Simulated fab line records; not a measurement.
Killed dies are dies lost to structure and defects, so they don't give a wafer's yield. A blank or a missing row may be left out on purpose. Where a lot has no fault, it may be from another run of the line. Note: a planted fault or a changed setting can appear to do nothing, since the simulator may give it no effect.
A lot that was struck, set against a sound lot | flow n5 finfet | 18 steps out of a route of 1938
Sound: wafers L559.2, L559.3, L559.6. Struck: wafer L555.5 (left out: L555.2, a lot-mate that was not struck); the cause follows at the end.
For every step that has rows: the tool of each side, followed by ch and its chambers, followed by its first start. Under that, the readings that differ: sound wafers | struck wafers | difference of the means | sigmas: that difference in standard deviations of wafers without a fault.
alike: readings with means less than 2 such deviations apart, plus words and numbers identical on both sides. not compared: withheld readings, readings lacking a value on some wafer, bounds such as >300 that could conceal the same value, and numbers that have no deviation in the record and whose values overlap.
A row with sigmas, a row that says differs or no value, or rows on one side alone: a step with any of these is where the two part. Non-overlapping numbers with no deviation appear without sigmas and do not part them. Lack of a reading on every wafer of one side parts them only where that side has two or more wafers.

N5_PASSIVATION_ETCH_15: etches SiCN in CF4/N2, target depth 75 nm, time 81.2 s.
  sound: rie diel-03 ch 0,1,2; struck: rie diel-03 ch 1
  reading            | sound             | struck | difference | sigmas
  rf fwd power W (W) | 426.5 429.1 428.5 | 431.1  | +3.1       | +2
  alike: cf4 flow sccm, drypump motor current A, mfc ar sccm, oes product au, rf vpp V, showerhead plenum p Torr, throttle valve pct
  not compared: rf hours counter h
then, 2 steps without rows for these wafers: N5_PASSIVATION_STRIP_73 (strips in post etch residue remover, time 60 s); N5_PASSIVATION_SRD_17 (time 30 s, dry time 30 s).
N5_PASSIVATION_DEGAS_18: time 60 s.
  struck on pvd sputter-02, day 17 23:04; sound on pvd sputter-01, day 18 11:25
  alike: heater power w
N5_PASSIVATION_PRE_CLEAN_19:
  struck on pvd sputter-02, day 17 23:06; sound on pvd sputter-01, day 18 11:28
  alike: heater power w
N5_PASSIVATION_SPUTTER_20: material TaN, target thk 50 nm.
  struck on pvd sputter-02, day 17 23:08; sound on pvd sputter-01, day 18 11:30
  reading                | sound          | struck | difference | sigmas
  throttle valve pct (%) | 26.7 29.4 29.6 | 31.5   | +2.9       | +3
N5_PASSIVATION_AL_DEP_21: deposits Al, target thk 2800 nm, time 170 s.
  struck on pvd sputter-02, day 17 23:14; sound on pvd sputter-01, day 18 11:36
  reading                | sound          | struck | difference | sigmas
  throttle valve pct (%) | 26.3 29.3 29.4 | 31.4   | +3.1       | +3
then, 5 steps without rows for these wafers: N5_PASSIVATION_HMDS_23 (time 60 s); N5_PASSIVATION_COAT_24; N5_PASSIVATION_EBR_26; N5_PASSIVATION_SOFTBAKE_25 (time 90 s); N5_PASSIVATION_EXPOSE_27 (exposes mask PAD, defocus 0 nm).
N5_PASSIVATION_PEB_28:
  sound on litho track-02 ch 0, day 18 11:57; struck on litho track-01 ch 0, day 17 23:36
  not compared: chill plate temp C
then, 2 steps without rows for these wafers: N5_PASSIVATION_DEVELOP_29 (develop time 60 s); N5_PASSIVATION_HARDBAKE_31 (time 120 s).
N5_PASSIVATION_CD_MEAS_30 targets a cd of 4000 nm.
  sound on cd sem-02 ch 0, day 18 12:04; struck on cd sem-03 ch 0, day 17 23:43
  reading    | sound                | struck | difference | sigmas
  cd nm (nm) | 4000.4 4004.3 4003.3 | 3988.8 | -13.9      | -8
N5_PASSIVATION_OVL_MEAS_63:
  sound on overlay-01 ch 0, day 18 12:06; struck on overlay-01 ch 0, day 17 23:44
  alike: PAD_OVL
N5_PASSIVATION_PROBE_49:
  the record has rows for the struck wafers here (prober-02, day 18 08:01) and none for the sound ones

## WHERE THEY PART
Last at N5_PASSIVATION_PROBE_49 as far as this record goes, first at N5_PASSIVATION_ETCH_15.

WHY: what the simulator had put in
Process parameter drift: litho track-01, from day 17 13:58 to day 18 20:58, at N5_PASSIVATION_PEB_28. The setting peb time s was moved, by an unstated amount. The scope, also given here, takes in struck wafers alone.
